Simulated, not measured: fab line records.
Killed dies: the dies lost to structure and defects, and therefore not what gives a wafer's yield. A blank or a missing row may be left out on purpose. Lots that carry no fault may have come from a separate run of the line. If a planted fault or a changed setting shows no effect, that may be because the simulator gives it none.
One fault through the eyes of 2 desks -- flow n5_finfet -- numbers are kept per desk, each desk with only its own; the story behind them comes last

## TOOL OWNER'S DESK, litho_track-02
The tool's own readings at N5_BEOL_M7_COAT_05 (resist thk 90 nm): means of the sampled wafers that have a number, for each lot that ran on this tool. A lot is out of limits, marked OUT, if its mean lies more than 4 standard deviations from the usual mean; the brackets give that distance.
Columns: A = spin_speed_rpm at N5_BEOL_M7_COAT_05, usual 1499.9 rpm
lot,first seen here,A
L991,day 8 18:53,1499.2
L993,day 9 02:44,1500.2
L994,day 9 12:07,1500.1
L996,day 10 01:40,1379.4 (-99 or more) OUT
L997,day 10 07:59,1380.2 (-99 or more) OUT
L111,day 14 01:46,1500.6
L113,day 14 17:19,1500.2
This desk's verdict: out of limits on L996, L997, starting with L996 at day 10 01:40 (spin_speed_rpm at N5_BEOL_M7_COAT_05). In limits: L991, L993, L994, L111, L113.

## METROLOGY DESK
What the gauges read, lot by lot, whatever tool the lot ran on: means of the sampled wafers that have a number. A lot is out of limits, marked OUT, if its mean lies more than 4 standard deviations from the usual mean; the brackets give that distance.
Columns: A = cd_nm at N5_BEOL_M7_CD_MEAS_11, usual 39.0 nm
lot,first seen here,A
L991,day 8 19:16,38.7
L992,day 9 01:34,37.7
L993,day 9 02:59,39.9
L994,day 9 12:29,39.9
L996,day 10 02:02,39.9
L997,day 10 08:13,37.9
L107,day 12 19:06,38.4
L109,day 13 07:05,39.4
L111,day 14 02:08,39.4
L112,day 14 05:35,40.4
L113,day 14 17:33,39.3
L114,day 14 20:23,37.8
This desk's verdict: no lot among the 12 shows anything out of limits.

## TAKEN TOGETHER
At day 10 01:40, on L996, L997, the tool owner's desk was in a position to raise an alarm.
At the metrology desk, nothing out of limits was observed.
The metrology desk has L996, L997 on record, within its limits.
All the named lots went through N5_BEOL_M7_COAT_05 on litho_track-02.

## WHAT HAD BEEN PUT IN BY THE SIMULATOR
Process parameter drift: litho_track-02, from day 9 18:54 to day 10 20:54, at N5_BEOL_M7_COAT_05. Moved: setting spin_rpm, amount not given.
Struck lots among those shown: L996, L997.
Time in hours from fault onset to the first out-of-limits reading at each desk: the tool owner's desk, 7.
